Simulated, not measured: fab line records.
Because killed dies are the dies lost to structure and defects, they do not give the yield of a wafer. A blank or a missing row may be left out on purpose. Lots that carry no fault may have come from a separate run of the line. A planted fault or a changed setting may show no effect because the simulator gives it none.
A lot that was struck, set against a sound lot | flow n5_finfet | 16 out of 1938 route steps
Sound: wafers L336.1, L336.4, L336.6. The struck wafers were L348.1, L348.4, L348.5. The cause comes at the end.
Order at every step that has rows: each side's tool, ch and its chambers, its first start. Under that, the readings that differ: sound wafers | struck wafers | difference of the means | sigmas: that difference in standard deviations of wafers without a fault.
alike: a reading whose means differ by less than 2 such deviations, as well as words and numbers matching on both sides. not compared: withheld readings; readings where some wafer has no value; bounds like >300 that might hide an equal value; numbers whose values overlap and for which the record gives no deviation.
A row with sigmas, a row that says differs or no value, or rows on one side alone: a step with any of these is where the two part. Numbers that have no deviation but don't overlap get no sigmas and don't part them. A reading that every wafer of one side lacks parts them only if that side has two wafers or more.

N5_MOL_CONTACT_COAG_OVL_MEAS_41:
  sound on overlay-01 ch 0, day 5 03:22; struck on overlay-01 ch 0, day 8 06:36
  alike: VD_OVL
N5_MOL_CONTACT_COAG_INSPECT_42: inspects for defects (brightfield).
  sound on defect_inspect-01, day 5 03:25; struck on defect_inspect-02, day 8 06:40
  reading          | sound       | struck      | difference | sigmas
  raw_defect_count | 134 150 178 | 293 258 214 | +101       | +2
N5_MOL_CONTACT_COAG_DESCUM_45: chemistry O2, time 7 s.
  sound on rie_diel-04 ch 0,1,2, day 5 03:27; struck on rie_diel-04 ch 0,1, day 8 07:21
  alike: drypump_motor_current_A, oes_product_au, rf_vpp_V, showerhead_plenum_p_Torr, throttle_valve_pct
  not compared: rf_hours_counter_h
then, 1 step without rows for these wafers: N5_MOL_CONTACT_COAG_ETCH_65 (etches underlayer in N2/H2, target depth 13 nm, time 10.4 s).
N5_MOL_CONTACT_COAG_ETCH_66: etches SiARC in CF4, target depth 13 nm, time 21.7 s.
  sound on rie_diel-04 ch 0,1,2, day 5 03:31; struck on rie_diel-04 ch 0,1, day 8 07:24
  alike: bias_w, drypump_motor_current_A, etch_rf_on_time_s, oes_product_au, rf_vpp_V, showerhead_plenum_p_Torr, throttle_valve_pct
  not compared: rf_hours_counter_h
N5_MOL_CONTACT_COAG_ALD_133: deposits SiO2, target thk 5 nm, pulse time 1 s, co reactant pulse time 1 s.
  sound on ald_sin-02 ch 2,3, day 5 03:51; struck on ald_sin-04 ch 0,3, day 8 07:29
  alike: heater_power_w, precursor_pulse_height_rel
then, 1 step without rows for these wafers: N5_MOL_CONTACT_COAG_ETCHBACK_134 (etches SiO2 in CHF3, target depth 10 nm, time 6.7 s).
N5_MOL_CONTACT_COAG_ETCH_67: etches SOC in N2/H2, target depth 60 nm, overetch 21 nm, time 101.2 s.
  sound on rie_diel-05 ch 1,2, day 5 04:04; struck on rie_diel-03 ch 1,2,3, day 8 07:41
  alike: bias_w, drypump_motor_current_A, oes_product_au, rf_vpp_V, showerhead_plenum_p_Torr, throttle_valve_pct
  not compared: rf_hours_counter_h
then, 4 steps without rows for these wafers: N5_MOL_CONTACT_COAG_STRIP_68 (strips in N2/H2); N5_MOL_CONTACT_COAG_STRIP_69 (strips in N2/H2); N5_MOL_CONTACT_COAG_ETCHBACK_136 (etches SiO2 in CHF3, target depth 25 nm, time 16.7 s); N5_MOL_CONTACT_COAG_STRIP_120 (strips in CHF3).
N5_MOL_CONTACT_COAG_VIA_ETCH_117: etches SiO2 in C4F6/O2, target depth 40 nm, overetch 8 nm, time 26 s.
  sound on rie_diel-05 ch 1,2, day 5 04:11; struck on rie_diel-03 ch 1,2,3, day 8 07:49
  reading      | sound             | struck            | difference | sigmas
  bias_w (W)   | 457.6 454.2 454.3 | 525.9 524.6 524.4 | +69.6      | +58
  rf_vpp_V (V) | 1672 1600 1601    | 1784 1751 1756    | +139       | +4
  alike: C4F6_flow_sccm, drypump_motor_current_A, oes_product_au, showerhead_plenum_p_Torr, throttle_valve_pct
  not compared: rf_hours_counter_h
N5_MOL_CONTACT_COAG_ETCH_124: etches SiNx in CH3F/O2, stops on SiOC, target depth 6.5 nm.
  sound on rie_diel-05 ch 1,2, day 5 04:13; struck on rie_diel-03 ch 1,2,3, day 8 07:51
  alike: bias_w, drypump_motor_current_A, oes_product_au, rf_vpp_V, showerhead_plenum_p_Torr, throttle_valve_pct
  not compared: rf_hours_counter_h
-- here the record skips 3 days between the struck wafers' starts before and after, leaving off in module MOL_CONTACT_COAG and picking up in module BEOL_M4 (first step shown: number 1111 of the route) --
N5_BEOL_M4_RC_MEAS_101:
  sound on prober-01 ch 0, day 8 04:06; struck on prober-02 ch 0, day 10 22:44
  alike: DIBL_N, DIBL_P, IOFF_N, IOFF_P, ION_N, ION_P, SS_N, SS_P, VT_N, VT_P
-- a jump in the record: the struck wafers' starts before and after are 5 days apart (it breaks off in module BEOL_M4 and resumes in module PASSIVATION, where the first step shown is number 1936 of the route) --
N5_PASSIVATION_PROBE_49:
  sound on prober-02, day 12 12:35; struck on prober-02, day 15 10:53
  alike: defect_limited_yield, killed_at_M0_to_M3, killed_at_M4_up, killed_at_contacts, killed_at_front_end, killed_at_other, killed_dies, killed_open, killed_short, sort_bin_5_function, sort_bin_6_memory, sort_bin_8_speed, sort_n_pass, sort_yield_pct

## WHERE THEY PART
Earliest at N5_MOL_CONTACT_COAG_INSPECT_42; latest, in this record, at N5_MOL_CONTACT_COAG_VIA_ETCH_117. Later steps at which nothing parts them and some readings are alike: N5_MOL_CONTACT_COAG_ETCH_124, N5_BEOL_M4_RC_MEAS_101, N5_PASSIVATION_PROBE_49.

WHY: whatever the simulator had introduced
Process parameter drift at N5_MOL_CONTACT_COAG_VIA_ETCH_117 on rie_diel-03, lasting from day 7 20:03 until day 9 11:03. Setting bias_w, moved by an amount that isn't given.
